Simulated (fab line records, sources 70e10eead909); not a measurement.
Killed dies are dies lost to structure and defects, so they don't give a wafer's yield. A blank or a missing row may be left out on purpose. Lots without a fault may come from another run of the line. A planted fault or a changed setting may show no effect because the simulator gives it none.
Which tool did it? | flow nand_harc | 12 lots, 36 wafers sampled, at 1 step of a route of 1159

WHAT THE GAUGES READ, wafer by wafer
NHARC_A_SOURCE_PLATE_THK_MEAS_06: measures by ellipsometry.
lot  | measured     | on            | thk_nm (nm)
L075 | day 7 19:08  | film_metro-02 | 198.0 198.1 197.6
L077 | day 8 03:10  | film_metro-01 | 201.7 199.7 199.0
L079 | day 9 01:24  | film_metro-01 | 197.1 202.6 197.7
L082 | day 9 09:45  | film_metro-01 | 199.8 198.3 197.5
L084 | day 9 21:16  | film_metro-01 | 201.3 200.5 199.5
L087 | day 10 14:07 | film_metro-01 | 202.0 204.1 202.6
L086 | day 10 14:07 | film_metro-01 | 199.1 198.3 199.5
L090 | day 11 12:02 | film_metro-02 | 202.1 199.6 199.3
L091 | day 11 12:04 | film_metro-02 | 199.7 200.4 202.8
L093 | day 12 09:43 | film_metro-01 | 200.9 199.8 202.3
L095 | day 12 18:10 | film_metro-02 | 197.4 200.6 198.6
L097 | day 12 22:17 | film_metro-02 | 198.5 196.6 200.3

WHICH TOOL RAN EACH LOT (tool, then ch and the chambers of the sampled wafers, then the start)
The record holds no process step before these readings.

THE ANSWER, worked out from the rows above alone
Rule: what is usual is taken from the lots themselves. Put in order of their means at a reading, lots are off if they are a third of the lots or fewer, leave a main group of 4 or more, and stand apart from it by a gap of 3 or more times the standard deviation of the main group's means; of several such gaps the widest counts. A main group whose means are all the same, to the digits that the tables above print for the reading, isn't used. A lot without any number at a reading at which 4 lots or more have one is off too. The other lots that the step has rows for count as sound.
No lot is off at any reading shown: from this, nothing can be told.

WHAT THE SIMULATOR HAD PUT IN
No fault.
